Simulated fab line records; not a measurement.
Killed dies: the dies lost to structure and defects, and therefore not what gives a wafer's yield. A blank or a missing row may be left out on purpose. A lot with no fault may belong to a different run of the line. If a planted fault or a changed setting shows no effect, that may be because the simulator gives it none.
Which tool did it? -- flow n5Finfet -- 72 wafers from 24 lots sampled at 6 of the route's 1938 steps

## WHAT EACH GAUGE READ, for each wafer
No reading from a measuring or inspecting step in the record can be judged against a usual standard deviation.

## TOOL THAT RAN EACH LOT (tool first, then ch and the chambers of the sampled wafers, then the start)
lot,N5_BEOL_M4_SPUTTER_81,N5_BEOL_M4_ANNEAL_87,N5_BEOL_M4_ANNEAL_89,N5_BEOL_M5_HM_DEP_02,N5_BEOL_M5_DEGAS_44,N5_BEOL_M5_DEP_56
L074,"pvdSputter-01, day 8 23:47","pvdSputter-01, day 9 00:05","pvdSputter-01, day 9 00:19","pvdSputter-02, day 9 06:06","pvdSputter-01, day 9 11:19","pecvd-01 ch 0,1, day 9 17:23"
L075,"pvdSputter-03, day 9 23:13","pvdSputter-03, day 9 23:31","pvdSputter-03, day 9 23:44","pvdSputter-02, day 10 07:07","pvdSputter-02, day 10 11:31","pecvd-02 ch 1,2, day 10 17:32"
L078,"pvdSputter-03, day 10 03:39","pvdSputter-03, day 10 03:57","pvdSputter-03, day 10 04:10","pvdSputter-02, day 10 07:43","pvdSputter-02, day 10 11:38","pecvd-01 ch 0,1,2, day 10 18:10"
L076,"pvdSputter-03, day 10 05:29","pvdSputter-03, day 10 05:47","pvdSputter-03, day 10 06:01","pvdSputter-03, day 10 10:40","pvdSputter-03, day 10 17:01","pecvd-03 ch 0,2, day 10 23:19"
L077,"pvdSputter-03, day 10 08:53","pvdSputter-03, day 10 09:11","pvdSputter-03, day 10 09:25","pvdSputter-02, day 10 16:14","pvdSputter-03, day 10 20:28","pecvd-03 ch 1,2, day 11 02:25"
L079,"pvdSputter-03, day 10 18:11","pvdSputter-03, day 10 18:29","pvdSputter-03, day 10 18:42","pvdSputter-01, day 11 00:27","pvdSputter-01, day 11 06:40","pecvd-02 ch 1,2, day 11 12:53"
L082,"pvdSputter-01, day 11 08:04","pvdSputter-01, day 11 08:22","pvdSputter-01, day 11 08:35","pvdSputter-03, day 11 14:08","pvdSputter-01, day 11 17:10","pecvd-01 ch 0,1, day 11 23:40"
L083,"pvdSputter-03, day 11 09:39","pvdSputter-03, day 11 09:57","pvdSputter-03, day 11 10:10","pvdSputter-03, day 11 14:25","pvdSputter-02, day 11 20:06","pecvd-02 ch 1,2, day 12 02:04"
L081,"pvdSputter-02, day 11 14:12","pvdSputter-02, day 11 14:30","pvdSputter-02, day 11 14:43","pvdSputter-01, day 11 20:35","pvdSputter-02, day 11 23:31","pecvd-01 ch 0,1, day 12 06:56"
L080,"pvdSputter-01, day 11 19:11","pvdSputter-01, day 11 19:29","pvdSputter-01, day 11 19:43","pvdSputter-03, day 12 01:23","pvdSputter-02, day 12 04:36","pecvd-03 ch 0,1,2, day 12 10:48"
L084,"pvdSputter-01, day 12 03:50","pvdSputter-01, day 12 04:08","pvdSputter-01, day 12 04:22","pvdSputter-03, day 12 09:52","pvdSputter-01, day 12 12:45","pecvd-03 ch 2, day 12 18:50"
L085,"pvdSputter-02, day 12 09:17","pvdSputter-02, day 12 09:35","pvdSputter-02, day 12 09:48","pvdSputter-01, day 12 15:14","pvdSputter-03, day 12 19:20","pecvd-01 ch 1,2, day 13 01:25"
L088,"pvdSputter-01, day 12 11:03","pvdSputter-01, day 12 11:21","pvdSputter-01, day 12 11:34","pvdSputter-01, day 12 18:30","pvdSputter-03, day 13 03:19","pecvd-03 ch 0,1, day 13 09:17"
L087,"pvdSputter-01, day 12 21:48","pvdSputter-01, day 12 22:06","pvdSputter-01, day 12 22:19","pvdSputter-02, day 13 03:28","pvdSputter-03, day 13 08:23","pecvd-02 ch 0,1,2, day 13 16:22"
L086,"pvdSputter-01, day 13 09:25","pvdSputter-01, day 13 09:43","pvdSputter-01, day 13 09:56","pvdSputter-03, day 13 14:07","pvdSputter-01, day 13 19:22","pecvd-03 ch 2, day 14 01:44"
L091,"pvdSputter-02, day 13 09:30","pvdSputter-02, day 13 09:48","pvdSputter-02, day 13 10:01","pvdSputter-02, day 13 14:34","pvdSputter-01, day 13 19:31","pecvd-01 ch 0,1,2, day 14 02:55"
L089,"pvdSputter-03, day 13 09:53","pvdSputter-03, day 13 10:11","pvdSputter-03, day 13 10:24","pvdSputter-02, day 13 14:49","pvdSputter-01, day 13 18:53","pecvd-02 ch 0,1,2, day 14 01:04"
L093,"pvdSputter-02, day 14 02:47","pvdSputter-02, day 14 03:05","pvdSputter-02, day 14 03:19","pvdSputter-03, day 14 09:15","pvdSputter-01, day 14 13:37","pecvd-02 ch 0,1,2, day 14 19:41"
L090,"pvdSputter-03, day 14 05:22","pvdSputter-03, day 14 05:40","pvdSputter-03, day 14 05:53","pvdSputter-01, day 14 10:58","pvdSputter-03, day 14 16:53","pecvd-01 ch 0,1,2, day 14 23:16"
L092,"pvdSputter-01, day 14 08:59","pvdSputter-01, day 14 09:17","pvdSputter-01, day 14 09:30","pvdSputter-02, day 14 13:54","pvdSputter-01, day 14 20:09","pecvd-03 ch 0,2, day 15 02:10"
L094,"pvdSputter-02, day 14 16:52","pvdSputter-02, day 14 17:11","pvdSputter-02, day 14 17:25","pvdSputter-02, day 14 22:31","pvdSputter-02, day 15 02:16","pecvd-01 ch 0,1,2, day 15 09:05"
L096,"pvdSputter-03, day 15 00:46","pvdSputter-03, day 15 01:04","pvdSputter-03, day 15 01:17","pvdSputter-01, day 15 05:36","pvdSputter-03, day 15 09:38","pecvd-02 ch 0,2, day 15 15:52"
L095,"pvdSputter-03, day 15 07:34","pvdSputter-03, day 15 07:52","pvdSputter-03, day 15 08:05","pvdSputter-01, day 15 12:24","pvdSputter-01, day 15 16:26","pecvd-03 ch 1,2, day 15 23:54"
L097,"pvdSputter-02, day 15 10:49","pvdSputter-02, day 15 11:07","pvdSputter-02, day 15 11:20","pvdSputter-01, day 15 15:49","pvdSputter-02, day 15 19:20","pecvd-03 ch 1,2, day 16 03:14"
- N5_BEOL_M4_SPUTTER_81: material Cu, target thk 4.5 nm, time 8.29 s.
- N5_BEOL_M4_ANNEAL_87: time 240 s.
- N5_BEOL_M4_ANNEAL_89: time 240 s.
- N5_BEOL_M5_HM_DEP_02: deposits TiN, target thk 20 nm.
- N5_BEOL_M5_DEGAS_44: time 60 s.
- N5_BEOL_M5_DEP_56: deposits SiCN from 3MS/NH3, target thk 8 nm, time 14 s.

## WHAT THE TOOLS THEMSELVES READ (means of the sampled wafers that have a number; where no wafer has one, the mark that the record gives instead)
N5_BEOL_M4_SPUTTER_81.
lot,tool,chamberPressurePa (Pa),throttleValvePct (%)
L074,pvdSputter-01,0.07,29.5
L075,pvdSputter-03,0.07,29.7
L078,pvdSputter-03,0.07,28.8
L076,pvdSputter-03,0.07,29.6
L077,pvdSputter-03,0.07,28.8
L079,pvdSputter-03,0.07,29.0
L082,pvdSputter-01,0.07,29.3
L083,pvdSputter-03,0.07,30.8
L081,pvdSputter-02,0.07,29.4
L080,pvdSputter-01,0.07,29.4
L084,pvdSputter-01,0.07,29.0
L085,pvdSputter-02,0.07,29.2
L088,pvdSputter-01,0.07,29.6
L087,pvdSputter-01,0.07,29.3
L086,pvdSputter-01,0.07,29.9
L091,pvdSputter-02,0.07,29.3
L089,pvdSputter-03,0.07,29.6
L093,pvdSputter-02,0.07,29.7
L090,pvdSputter-03,0.07,30.0
L092,pvdSputter-01,0.07,29.1
L094,pvdSputter-02,0.07,29.5
L096,pvdSputter-03,0.07,29.9
L095,pvdSputter-03,0.07,29.9
L097,pvdSputter-02,0.07,29.7

N5_BEOL_M4_ANNEAL_87.
lot,tool,heaterPowerW (W)
L074,pvdSputter-01,896
L075,pvdSputter-03,815
L078,pvdSputter-03,810
L076,pvdSputter-03,818
L077,pvdSputter-03,812
L079,pvdSputter-03,842
L082,pvdSputter-01,845
L083,pvdSputter-03,823
L081,pvdSputter-02,751
L080,pvdSputter-01,829
L084,pvdSputter-01,777
L085,pvdSputter-02,763
L088,pvdSputter-01,889
L087,pvdSputter-01,843
L086,pvdSputter-01,873
L091,pvdSputter-02,766
L089,pvdSputter-03,807
L093,pvdSputter-02,791
L090,pvdSputter-03,837
L092,pvdSputter-01,783
L094,pvdSputter-02,805
L096,pvdSputter-03,826
L095,pvdSputter-03,816
L097,pvdSputter-02,793

N5_BEOL_M4_ANNEAL_89.
lot,tool,heaterPowerW (W)
L074,pvdSputter-01,871
L075,pvdSputter-03,812
L078,pvdSputter-03,822
L076,pvdSputter-03,812
L077,pvdSputter-03,809
L079,pvdSputter-03,831
L082,pvdSputter-01,837
L083,pvdSputter-03,822
L081,pvdSputter-02,762
L080,pvdSputter-01,846
L084,pvdSputter-01,773
L085,pvdSputter-02,755
L088,pvdSputter-01,886
L087,pvdSputter-01,830
L086,pvdSputter-01,876
L091,pvdSputter-02,754
L089,pvdSputter-03,809
L093,pvdSputter-02,781
L090,pvdSputter-03,835
L092,pvdSputter-01,778
L094,pvdSputter-02,797
L096,pvdSputter-03,826
L095,pvdSputter-03,831
L097,pvdSputter-02,789

N5_BEOL_M5_HM_DEP_02.
lot,tool,chamberPressurePa (Pa),throttleValvePct (%)
L074,pvdSputter-02,0.4991,29.8
L075,pvdSputter-02,0.5002,29.8
L078,pvdSputter-02,0.4993,29.4
L076,pvdSputter-03,0.5000,29.6
L077,pvdSputter-02,0.4994,29.8
L079,pvdSputter-01,0.4990,29.2
L082,pvdSputter-03,0.4999,29.5
L083,pvdSputter-03,0.4993,30.3
L081,pvdSputter-01,0.5001,29.2
L080,pvdSputter-03,0.5003,28.6
L084,pvdSputter-03,0.5003,30.5
L085,pvdSputter-01,0.4996,29.9
L088,pvdSputter-01,0.4999,29.5
L087,pvdSputter-02,0.4995,29.6
L086,pvdSputter-03,0.4994,29.7
L091,pvdSputter-02,0.5000,29.6
L089,pvdSputter-02,0.5000,29.0
L093,pvdSputter-03,0.4995,30.5
L090,pvdSputter-01,0.5003,29.9
L092,pvdSputter-02,0.5005,29.2
L094,pvdSputter-02,0.5005,29.5
L096,pvdSputter-01,0.4994,29.3
L095,pvdSputter-01,0.4989,29.3
L097,pvdSputter-01,0.5003,29.8

N5_BEOL_M5_DEGAS_44.
lot,tool,heaterPowerW (W)
L074,pvdSputter-01,347
L075,pvdSputter-02,299
L078,pvdSputter-02,328
L076,pvdSputter-03,332
L077,pvdSputter-03,335
L079,pvdSputter-01,326
L082,pvdSputter-01,313
L083,pvdSputter-02,328
L081,pvdSputter-02,316
L080,pvdSputter-02,310
L084,pvdSputter-01,342
L085,pvdSputter-03,323
L088,pvdSputter-03,335
L087,pvdSputter-03,323
L086,pvdSputter-01,334
L091,pvdSputter-01,348
L089,pvdSputter-01,356
L093,pvdSputter-01,337
L090,pvdSputter-03,320
L092,pvdSputter-01,354
L094,pvdSputter-02,319
L096,pvdSputter-03,336
L095,pvdSputter-01,314
L097,pvdSputter-02,312

N5_BEOL_M5_DEP_56.
lot,tool,showerheadPlenumPTorr (Torr),throttleValvePct (%)
L074,pecvd-01,3.665,9.3
L075,pecvd-02,3.674,8.6
L078,pecvd-01,3.667,9.1
L076,pecvd-03,3.675,10.1
L077,pecvd-03,3.669,8.8
L079,pecvd-02,3.669,9.0
L082,pecvd-01,3.662,9.3
L083,pecvd-02,3.674,9.1
L081,pecvd-01,3.663,9.5
L080,pecvd-03,3.676,9.4
L084,pecvd-03,3.653,9.0
L085,pecvd-01,3.659,9.0
L088,pecvd-03,3.679,9.3
L087,pecvd-02,3.673,8.8
L086,pecvd-03,3.654,8.9
L091,pecvd-01,3.660,9.1
L089,pecvd-02,3.676,8.9
L093,pecvd-02,3.680,9.0
L090,pecvd-01,3.660,9.1
L092,pecvd-03,3.668,10.0
L094,pecvd-01,3.661,9.2
L096,pecvd-02,3.683,8.6
L095,pecvd-03,3.670,8.6
L097,pecvd-03,3.657,9.0

## THE ANSWER, worked out from the rows above alone
Rule: what is usual is taken from the lots themselves. Put in order of their means at a reading, lots are off if they are a third of the lots or fewer, leave a main group of 4 or more, and stand apart from it by a gap of 3 or more times the standard deviation of the main group's means; of several such gaps the widest counts. If all means in a main group match to the digits the tables above print for the reading, that group is not used. Also off: a lot with no number at a reading for which 4 or more lots have one. Where the step has rows for the other lots, those lots are counted as sound. First the gauges in route order, then the tools' own readings, where a lot's mean is used as printed above. At the first step where some lot is off, the reading lying furthest off is the one used; lots without a number count as furthest.
No lot is off on any of the readings shown, so nothing can be concluded from this.

## WHAT HAD BEEN PUT IN BY THE SIMULATOR
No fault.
